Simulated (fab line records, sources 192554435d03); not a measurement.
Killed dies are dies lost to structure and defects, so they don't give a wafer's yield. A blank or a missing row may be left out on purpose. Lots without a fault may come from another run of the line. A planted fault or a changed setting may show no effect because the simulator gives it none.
fab line records | flow n5_finfet
record lots=8 wafers=24 last_day=17
route steps=1938 shown BEOL_M4@1111 BEOL_M6@1194 PASSIVATION@1936
lots that met no fault: from a run of the same line without faults
start_h: hours from the record's first day to the start of the lot's first wafer shown | wait_h: hours since the lot's step before | " the same as in the row above | L1.1+2: a row that stands for several wafers | - no value, or no start given | * or withheld: withheld | < > ~ a bound
route shown NAME@n: a module of which the file shows steps, and the number in the route of the first | usual: mean/standard deviation of fault-free wafers | same: alike in all rows | chamber/n: place in a boat | sites: the reading at each site | _std_site: their standard deviation | _edge_site: outer sites' mean less inner sites' | radius_mm: how far each site lies from the wafer's centre | mask NAME#n: copy n | behind: the tool/chamber that last shaped the wafer | hold: why the lot was held/for how many hours/how that ended | device: the transistor (n, p or np) that didn't switch | end of line: the same wafers' tests at the end of the route | a step without rows: its recipe alone | killed: dies lost to structure and defects at the first sort, not the wafer's yield | map: a wafer's dies, x killed, . not, _ none there
set.NAME: the setting as run; set.NAME@STEP: as run at that earlier step | model.NAME: the simulator's own value behind a step, which no gauge read
steps of the route over a sample of lots; a table a step, a row a wafer
services: from which hour (start_h, from the record's first day; less than 0 if before it) a tool's chamber was out of use, for how many hours, and why
## steps
# step N5_BEOL_M4_RC_MEAS_101
# usual DIBL_N=36.1/1.5 DIBL_P=36.1/1.9 IOFF_N=0.159/0.029 IOFF_P=0.21/0.038 ION_N=675/11 ION_P=464/8.1 SS_N=71.5/0.57 SS_P=73.3/0.64 VT_N=249/3.1 VT_P=-250/3.8
# columns lot.wafer tool chamber start_h wait_h DIBL_N[mV/V] DIBL_P[mV/V] IOFF_N[nA/um] IOFF_P[nA/um] ION_N[uA/um] ION_P[uA/um] SS_N[mV/dec] SS_P[mV/dec] VT_N[mV] VT_P[mV]
L224.2 prober-01 0 174.34 0.2 36.9 35.9 0.156 0.20 667 456 71.5 72.8 250 -250
L224.3 " 0 " " 36.2 35.2 0.148 0.19 675 457 71.4 73.0 251 -252
L224.4 " 0 " " 36.3 34.8 0.152 0.18 658 453 71.5 72.6 253 -252
L228.2 prober-01 0 194.65 0.2 34.6 34.2 0.129 0.18 665 463 71.2 72.7 252 -254
L228.3 " 0 " " 37.2 38.0 0.189 0.25 684 471 72.2 74.2 248 -248
L228.5 " 0 " " 35.8 36.5 0.154 0.22 676 469 71.4 73.1 248 -250
L230.2 prober-01 0 201.29 0.2 41.1 40.4 0.279 0.29 694 470 72.1 74.6 245 -248
L230.3 " 0 " " 36.9 36.6 0.175 0.21 679 460 71.8 73.2 249 -252
L230.5 " 0 " " 38.0 37.7 0.186 0.23 684 465 72.0 74.4 247 -251
L231.1 prober-02 0 219.08 0.0 37.8 38.2 0.171 0.24 679 470 72.0 74.1 250 -249
L231.4 " 0 " " 37.4 37.0 0.156 0.21 670 456 71.8 73.5 254 -249
L231.6 " 0 " " 36.2 36.6 0.140 0.21 657 465 71.6 73.0 249 -250
L233.1 prober-01 0 221.25 0.0 38.4 39.8 0.223 0.27 690 473 71.5 73.7 245 -246
L233.2 " 0 " " 35.0 35.6 0.157 0.22 676 471 71.9 73.3 247 -249
L233.4 " 0 " " 34.1 34.0 0.149 0.19 677 467 71.1 72.8 247 -251
L242.2 prober-01 0 276.85 0.2 36.9 39.4 0.195 0.25 675 465 71.8 74.3 247 -247
L242.4 " 0 " " 36.9 39.2 0.187 0.23 673 463 72.0 74.5 249 -252
L242.6 " 0 " " 36.4 38.2 0.174 0.22 671 462 72.4 74.7 250 -248
L243.1 prober-01 0 281.30 0.0 37.1 36.9 0.177 0.26 686 476 72.1 73.8 245 -245
L243.2 " 0 " " 36.9 37.2 0.184 0.28 691 481 71.4 73.1 248 -241
L243.6 " 0 " " 38.5 39.3 0.213 0.31 702 479 72.2 73.5 244 -241
L246.1 prober-01 0 321.45 0.0 36.2 36.8 0.181 0.23 684 469 71.1 73.3 247 -247
L246.3 " 0 " " 36.6 36.4 0.180 0.23 680 468 70.9 72.5 246 -248
L246.5 " 0 " " 34.8 36.0 0.168 0.23 686 473 71.5 73.6 244 -247
# step N5_BEOL_M6_ILD_DEP_00
# recipe material=SiCOH_lowk target_thk_a=1797.5 temp_c=300 precursor=DEMS/porogen pressure_torr=5 rf_w=500 time_s=33.4
# usual chamber_pressure_Torr=5.003/0.013 heater_power_w=287/51 showerhead_plenum_p_Torr=5.746/0.018 throttle_valve_pct=14.4/0.88
# columns lot.wafer tool chamber start_h wait_h chamber_pressure_Torr heater_power_w showerhead_plenum_p_Torr throttle_valve_pct
L224.2 pecvd-01 0 185.68 0.0 5.023 280 5.770 15.8
L224.3 " 2 " " 4.997 229 5.727 14.4
L224.4 " 1 " " 5.005 295 5.762 13.8
L228.2 pecvd-04 1 207.67 0.0 5.019 356 5.714 14.3
L228.3 " 0 " " 5.009 298 5.745 13.6
L228.5 " 2 " " 5.008 252 5.727 14.1
L230.2 pecvd-04 1 215.57 0.0 4.985 415 5.733 14.2
L230.3 " 0 " " 5.020 304 5.749 13.5
L230.5 " 0 " " 4.957 298 5.744 13.7
L231.1 pecvd-01 2 231.74 0.0 4.993 272 5.745 14.5
L231.4 " 1 " " 5.004 288 5.753 13.9
L231.6 " 2 " " 4.974 275 5.735 14.5
L233.1 pecvd-01 2 237.00 0.0 5.001 282 5.739 14.5
L233.2 " 1 " " 5.017 242 5.747 14.1
L233.4 " 1 " " 5.007 256 5.746 14.2
L243.1 pecvd-01 0 292.39 0.0 4.995 286 5.775 15.9
L243.2 " 2 " " 5.007 249 5.739 14.4
L243.6 " 1 " " 4.985 281 5.749 13.7
L242.2 pecvd-01 1 295.20 0.0 5.006 278 5.751 14.0
L242.4 " 1 " " 4.999 284 5.726 14.1
L242.6 " 2 " " 5.007 269 5.752 14.6
L246.1 pecvd-03 1 333.04 0.0 5.020 202 5.748 12.8
L246.3 " 0 " " 5.006 276 5.736 15.5
L246.5 " 0 " " 5.011 288 5.737 15.6
# step N5_BEOL_M6_HM_DEP_02
# recipe material=TiN target_thk_a=200 temp_c=25 chamber_pressure_pa=0.49996
# usual chamber_pressure_pa=0.5001/0.00099 throttle_valve_pct=29.4/1.3
# columns lot.wafer tool chamber start_h wait_h chamber_pressure_pa throttle_valve_pct
L224.2 pvd_sputter-01 - 187.13 0.8 0.5017 30.2
L224.3 " - " " 0.4993 28.2
L224.4 " - " " 0.4979 29.2
L228.2 pvd_sputter-01 - 211.04 2.3 0.5004 28.3
L228.3 " - " " 0.5007 27.3
L228.5 " - " " 0.4990 29.1
L230.2 pvd_sputter-03 - 217.25 0.6 0.5004 29.2
L230.3 " - " " 0.4996 30.9
L230.5 " - " " 0.5002 29.5
L231.1 pvd_sputter-01 - 233.16 0.3 0.4986 28.2
L231.4 " - " " 0.4990 29.5
L231.6 " - " " 0.4990 27.6
L233.1 pvd_sputter-02 - 238.56 0.9 0.5001 28.7
L233.2 " - " " 0.5001 29.9
L233.4 " - " " 0.5012 29.4
L243.1 pvd_sputter-03 - 293.15 0.1 0.5006 31.0
L243.2 " - " " 0.5008 29.3
L243.6 " - " " 0.5006 29.8
L242.2 pvd_sputter-01 - 296.40 0.1 0.5001 29.5
L242.4 " - " " 0.5010 28.2
L242.6 " - " " 0.5015 29.9
L246.1 pvd_sputter-01 - 336.25 2.1 0.4994 27.5
L246.3 " - " " 0.4999 28.1
L246.5 " - " " 0.5013 28.0
# step N5_BEOL_M6_INSPECT_13
# recipe mode=adi inspect_instrument=brightfield
# usual raw_defect_count=398/96
# columns lot.wafer tool chamber start_h wait_h raw_defect_count
L224.2 defect_inspect-01 - 187.69 0.0 541
L224.3 " - " " 410
L224.4 " - " " 432
L228.2 defect_inspect-02 - 211.61 0.0 286
L228.3 " - " " 330
L228.5 " - " " 358
L230.2 defect_inspect-01 - 217.80 0.0 388
L230.3 " - " " 283
L230.5 " - " " 354
L231.1 defect_inspect-01 - 233.58 0.0 309
L231.4 " - " " 327
L231.6 " - " " 289
L233.1 defect_inspect-01 - 238.98 0.0 357
L233.2 " - " " 308
L233.4 " - " " 342
L243.1 defect_inspect-01 - 293.58 0.0 650
L243.2 " - " " 408
L243.6 " - " " 412
L242.2 defect_inspect-02 - 296.96 0.0 301
L242.4 " - " " 352
L242.6 " - " " 290
L246.1 defect_inspect-01 - 336.69 0.0 359
L246.3 " - " " 372
L246.5 " - " " 385
# step N5_BEOL_M6_STRIP_19
# recipe chemistry=O2 power_w=400 temp_c=40 pressure_mtorr=30 rf_frequency_hz=6e+07 bias_power_w=0 overash_fraction=0.2 o2_flow_sccm=225
# usual bias_power_w=0/0 chamber_pressure_mTorr=30.00/0.033 drypump_motor_current_A=5.6/0.52 oes_product_au=0.82/0.066 rf_vpp_V=3.7/0.61 showerhead_plenum_p_Torr=2.10/0.082 throttle_valve_pct=16.60/0.18
# columns lot.wafer tool chamber start_h wait_h bias_power_w chamber_pressure_mTorr drypump_motor_current_A oes_product_au rf_hours_counter_h rf_vpp_V showerhead_plenum_p_Torr throttle_valve_pct
L224.2 rie_diel-02 3 188.11 0.1 0 29.96 4.8 0.83 77 4.6 2.03 16.74
L224.3 " 1 " " 0 29.97 5.6 0.84 66 2.9 2.13 16.42
L224.4 " 2 " " 0 29.98 5.8 0.80 85 3.5 2.23 16.64
L228.2 rie_diel-06 3 212.07 0.1 0 29.97 5.2 0.85 63 3.2 2.20 16.54
L228.3 " 1 " " 0 29.94 6.6 0.78 120 2.6 2.01 16.73
L228.5 " 2 " " 0 29.96 5.5 0.87 - 3.8 2.22 16.72
L230.2 rie_diel-01 2 218.23 0.1 0 29.96 6.4 0.93 13 4.4 2.04 16.40
L230.3 " 1 " " 0 30.02 5.3 0.68 233 3.7 2.07 16.86
L230.5 " 2 " " 0 29.96 6.4 0.91 - 2.7 2.04 16.38
L231.1 rie_diel-06 3 234.01 0.1 0 29.95 5.1 0.83 70 3.0 2.20 16.55
L231.4 " 0 " " 0 29.99 5.3 0.85 38 4.4 2.24 16.70
L231.6 " 1 " " 0 29.94 6.7 0.79 - 3.3 2.01 16.74
L233.1 rie_diel-01 1 239.41 0.1 0 30.08 5.3 0.68 239 3.8 2.07 16.84
L233.2 " 2 " " 0 30.01 6.3 0.89 19 2.7 2.04 16.40
L233.4 " 2 " " 0 29.96 6.4 0.90 - 2.9 2.04 16.40
L243.1 rie_diel-01 1 294.17 0.1 - - - - - - - -
L243.2 " 2 " " - - - - - - - -
L243.6 " 1 " " - - - - - - - -
L242.2 rie_diel-01 2 297.38 0.1 - - - - - - - -
L242.4 " 0 " " - - - - - - - -
L242.6 " 1 " " - - - - - - - -
L246.1 rie_diel-01 3 337.52 0.2 0 29.95 5.7 0.76 99 3.7 2.02 16.73
L246.3 " 1 " " 0 30.00 5.3 0.95 17 3.6 2.06 16.50
L246.5 " 1 " " 0 29.94 5.3 0.94 - 3.5 2.06 16.48
# step N5_BEOL_M6_ETCH_66
# recipe chemistry=N2/H2 target=SOC target_depth_a=800 overetch_a=160 mask_material=SiARC temp_c=40 time_s=120 ion_energy_ev=200 pressure_mtorr=30 source_w=840 bias_w=150 n2_flow_sccm=200 h2_flow_sccm=200
# usual drypump_motor_current_A=5.6/0.53 oes_product_au=0.62/0.043 rf_vpp_V=524.3/2.7 showerhead_plenum_p_Torr=2.56/0.099 throttle_valve_pct=17.74/0.17
# columns lot.wafer tool chamber start_h wait_h drypump_motor_current_A oes_product_au rf_hours_counter_h rf_vpp_V showerhead_plenum_p_Torr throttle_valve_pct
L224.2 rie_diel-06 1 188.81 0.0 6.6 0.61 112 520.5 2.46 17.96
L224.3 " 2 " " 5.5 0.67 38 527.7 2.70 17.82
L224.4 " 0 " " 5.3 0.67 23 528.6 2.71 17.74
L228.2 rie_diel-01 2 212.79 0.0 6.4 0.70 11 523.3 2.49 17.49
L228.3 " 1 " " 5.3 0.53 231 521.5 2.52 18.03
L228.5 " 0 " " 6.1 0.54 - 521.3 2.40 18.07
L230.2 rie_diel-02 0 219.55 0.0 5.8 0.63 57 523.5 2.60 17.58
L230.3 " 3 " " 4.8 0.62 88 522.8 2.45 17.77
L230.5 " 0 " " 5.8 0.64 - 524.3 2.60 17.59
L231.1 rie_diel-02 3 236.19 0.0 4.8 0.62 95 521.2 2.45 17.80
L231.4 " 2 " " 5.8 0.61 101 528.8 2.68 17.76
L231.6 " 3 " " 4.7 0.61 - 520.2 2.45 17.79
L233.1 rie_diel-02 2 241.30 0.0 5.8 0.60 103 527.3 2.68 17.77
L233.2 " 0 " " 5.8 0.63 66 524.3 2.60 17.58
L233.4 " 1 " " 5.6 0.62 85 525.1 2.57 17.50
L243.1 rie_diel-02 3 295.25 0.0 4.8 0.78 121 521.2 2.44 17.88
L243.2 " 1 " " 5.6 0.80 99 526.1 2.56 17.57
L243.6 " 3 " " 4.8 0.78 - 521.5 2.44 17.88
L242.2 rie_diel-01 1 299.90 0.0 5.3 1.01 3 522.4 2.51 17.71
L242.4 " 3 " " 5.8 0.80 86 521.0 2.46 17.82
L242.6 " 0 " " 6.1 0.96 - 527.4 2.71 17.67
L246.1 rie_diel-02 0 338.58 0.0 5.9 0.60 112 524.6 2.58 17.67
L246.3 " 0 " " 5.8 0.60 - 524.2 2.58 17.67
L246.5 " 1 " " 5.6 0.59 - 522.6 2.55 17.58
# step N5_BEOL_M6_VIA_ETCH_34
# recipe chemistry=C4F6/O2 target=SiCOH_lowk target_depth_a=1263 mask_material=SOC taper_deg=4 time_s=50.9 ion_energy_ev=250 pressure_mtorr=30 source_w=345 bias_w=185 Ar_flow_sccm=300 C4F6_flow_sccm=10 O2_flow_sccm=10
# usual drypump_motor_current_A=5.6/0.53 oes_o_777_au=0.82/0.056 oes_product_au=0.81/0.059 rf_vpp_V=664/6.5 showerhead_plenum_p_Torr=2.86/0.11 throttle_valve_pct=20.82/0.15
# columns lot.wafer tool chamber start_h wait_h drypump_motor_current_A oes_o_777_au oes_product_au rf_hours_counter_h rf_vpp_V showerhead_plenum_p_Torr throttle_valve_pct
L224.2 rie_diel-06 1 188.91 0.0 6.7 0.80 0.78 112 665 2.73 20.85
L224.3 " 2 " " 5.4 0.90 0.89 38 671 3.02 21.00
L224.4 " 0 " " 5.3 0.88 0.89 23 675 3.01 20.84
L228.2 rie_diel-01 2 212.89 0.0 6.4 0.89 0.92 11 660 2.78 20.68
L228.3 " 1 " " 5.3 0.69 0.68 231 663 2.81 21.00
L228.5 " 0 " " 6.1 0.72 0.71 - 656 2.70 21.18
L230.2 rie_diel-02 0 219.65 0.0 5.8 0.83 0.84 57 658 2.90 20.67
L230.3 " 3 " " 4.8 0.80 0.82 88 663 2.74 20.94
L230.5 " 0 " " 5.8 0.83 0.84 - 657 2.90 20.68
L231.1 rie_diel-02 3 236.29 0.0 4.8 0.79 0.80 95 663 2.74 20.94
L231.4 " 2 " " 5.7 0.83 0.79 101 654 2.98 20.74
L231.6 " 3 " " 4.7 0.80 0.80 - 663 2.74 20.93
L233.1 rie_diel-02 2 241.40 0.0 5.7 0.84 0.78 103 653 2.98 20.73
L233.2 " 0 " " 5.8 0.83 0.83 66 659 2.90 20.68
L233.4 " 1 " " 5.6 0.83 0.80 85 660 2.86 20.55
L243.1 rie_diel-02 3 295.35 0.0 4.8 0.77 0.29 121 662 2.73 20.83
L243.2 " 1 " " 5.6 0.82 0.30 99 662 2.85 20.44
L243.6 " 3 " " 4.8 0.77 0.30 - 661 2.73 20.84
L242.2 rie_diel-01 1 300.00 0.0 5.3 0.99 0.37 3 664 2.80 20.56
L242.4 " 3 " " 5.7 0.80 0.30 86 666 2.75 20.74
L242.6 " 0 " " 6.1 0.94 0.34 - 667 3.04 20.67
L246.1 rie_diel-02 0 338.73 0.0 5.8 0.77 0.78 112 658 2.88 20.74
L246.3 " 0 " " 5.8 0.78 0.78 - 658 2.88 20.74
L246.5 " 1 " " 5.6 0.80 0.77 - 659 2.84 20.62
# step N5_PASSIVATION_PROBE_49
# usual defect_limited_yield=91.5/1.6 killed_at_M0_to_M3=33/10 killed_at_M4_up=13/5.6 killed_at_contacts=13/6 killed_at_front_end=39/12 killed_at_other=3.0/2.8 killed_dies=101/19 killed_on_rim=13/4 killed_open=65/13 killed_short=32/8.3 sort_bin_4_leakage=0.00/0.0072 sort_bin_5_function=5.0/1 sort_bin_6_memory=3.1/0.69 sort_n_pass=1079/19 sort_yield_pct=91.5/1.6
# same gross_dies=1180 killed_at_back_side=0 sort_bin_8_speed[%]=0
# columns lot.wafer tool chamber start_h wait_h defect_limited_yield[%] killed_at_M0_to_M3 killed_at_M4_up killed_at_contacts killed_at_front_end killed_at_other killed_dies killed_on_rim killed_open killed_short sort_bin_4_leakage[%] sort_bin_5_function[%] sort_bin_6_memory[%] sort_n_pass sort_yield_pct[%]
L243.1 prober-02 - 380.59 0.0 0 45 1085 14 31 5 1180 152 77 29 0 96.4 3.4 0 0
L243.2 prober-02 - 380.64 0.1 0 27 1086 24 33 10 1180 152 76 31 0 96.7 3.1 0 0
L243.6 prober-02 - 380.84 0.3 0 61 1056 25 32 6 1180 152 94 37 0 94.3 4.9 0 0
L242.2 prober-01 - 381.31 0.1 0 32 1091 10 45 2 1180 152 54 41 0 96.4 3.1 0 0
L242.4 prober-01 - 381.41 0.2 0 34 1107 11 25 3 1180 152 49 32 0 95.8 3.8 0 0
L242.6 prober-01 - 381.51 0.3 0 40 1090 12 35 3 1180 152 66 28 0 96.5 3.1 0 0
# killed by level:class
L243.1 BEOL_M6:area_etch=1064 MOL_CONTACT_COAG:geometric_particle:open=12 BEOL_M0_SAQP:geometric_particle:open=11 FIN_SAQP:geometric_particle:open=7 STI_FIN_REVEAL:geometric_particle:open=7 BEOL_M1:geometric_particle:open=7 BEOL_M6:plasma_strip_residue=7 GATE_CUT:geometric_particle:short=6
L243.2 BEOL_M6:area_etch=1059 MOL_CONTACT_COAG:geometric_particle:open=21 BEOL_M6:plasma_strip_residue=12 STI_FIN_REVEAL:geometric_particle:open=9 BEOL_M4:geometric_particle:open=8 BEOL_M3:geometric_particle:open=7 BEOL_M1:geometric_particle:open=6 BEOL_M3:geometric_particle:short=5
L243.6 BEOL_M6:area_etch=1031 MOL_CONTACT_COAG:geometric_particle:open=21 BEOL_M6:plasma_strip_residue=18 BEOL_M3:geometric_particle:open=18 BEOL_M1:geometric_particle:open=15 STI_FIN_REVEAL:geometric_particle:open=13 BEOL_M0_SAQP:geometric_particle:short=8 BEOL_M0_SAQP:geometric_particle:open=7
L242.2 BEOL_M6:area_etch=1065 BEOL_M6:plasma_strip_residue=17 FIN_SAQP:geometric_particle:short=16 MOL_CONTACT_COAG:geometric_particle:open=10 BEOL_M0_SAQP:geometric_particle:open=7 FIN_SAQP:geometric_particle:open=6 BEOL_M0_SAQP:geometric_particle:short=6 STI_FIN_REVEAL:geometric_particle:open=5
L242.4 BEOL_M6:area_etch=1085 BEOL_M6:plasma_strip_residue=10 MOL_CONTACT_COAG:geometric_particle:open=8 BEOL_M3:geometric_particle:open=8 BEOL_M0_SAQP:geometric_particle:short=7 BEOL_M1:geometric_particle:open=7 BEOL_M2:geometric_particle:open=6 STARTING-WAFER:geometric_particle:short=6
L242.6 BEOL_M6:area_etch=1072 BEOL_M2:geometric_particle:open=13 BEOL_M6:plasma_strip_residue=11 MOL_CONTACT_COAG:geometric_particle:open=9 BEOL_M0_SAQP:geometric_particle:open=8 FIN_SAQP:geometric_particle:open=6 FIN_SAQP:geometric_particle:short=6 BEOL_M3:geometric_particle:open=6
## services
# columns tool chamber start_h hours kind
pecvd-01 2 217.11 6.5 repair
pecvd-03 0 218.77 14.6 repair
rie_diel-06 3 219.51 1.4 repair
pecvd-03 - 232.87 3.7 repair
rie_diel-01 0 239.19 - clean
rie_diel-01 0 239.19 - consumable_replace:focus_ring
rie_diel-01 0 239.19 - consumable_replace:showerhead
rie_diel-01 0 239.19 32.1 scheduled_down
rie_diel-01 0 239.19 32.1 vent_cycle
pecvd-01 - 252.22 2.3 repair
rie_diel-02 1 259.35 18.6 repair
rie_diel-01 1 271.35 - clean
rie_diel-01 1 271.35 - consumable_replace:focus_ring
rie_diel-01 1 271.35 14.4 scheduled_down
rie_diel-01 1 271.35 14.4 vent_cycle
pecvd-04 0 271.90 10.6 repair
pecvd-04 0 320.09 16.5 scheduled_down
pvd_sputter-03 - 328.74 2.3 repair
rie_diel-02 3 329.31 13.5 repair
## key
first_sign step=N5_BEOL_M6_STRIP_19 reading=tool_record direction=missing
effect step=N5_BEOL_M6_ETCH_66 reading=oes_product_au direction=up sigmas=5.4 usual=0.62 struck=0.85
effect step=N5_BEOL_M6_VIA_ETCH_34 reading=oes_product_au direction=down sigmas=8.4 usual=0.81 struck=0.32
effect step=N5_PASSIVATION_PROBE_49 reading=killed_at_M4_up direction=up sigmas=99+ usual=13 struck=1086
more_kills_born_at N5_BEOL_M6_ETCH_66@rie_diel-01=3222 N5_BEOL_M6_ETCH_66@rie_diel-02=3154
met_at N5_BEOL_M6_STRIP_19
struck_lots L242,L243
later_rows_left_out L242.2,L242.4,L242.6,L243.1,L243.2,L243.6
not_acting_at N5_BEOL_M6_ILD_DEP_00,N5_BEOL_M6_HM_DEP_02,N5_BEOL_M6_INSPECT_13
onset_between 239.41 294.17
fault kind=skipped_step_whole tool=rie_diel-01 chamber=- onset_h=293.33 steps=N5_BEOL_M6_STRIP_19 scope=struck_lots_only
# later_rows_left_out: the simulator's readings of these wafers behind a module that went badly wrong aren't trusted and aren't shown, but for the sort
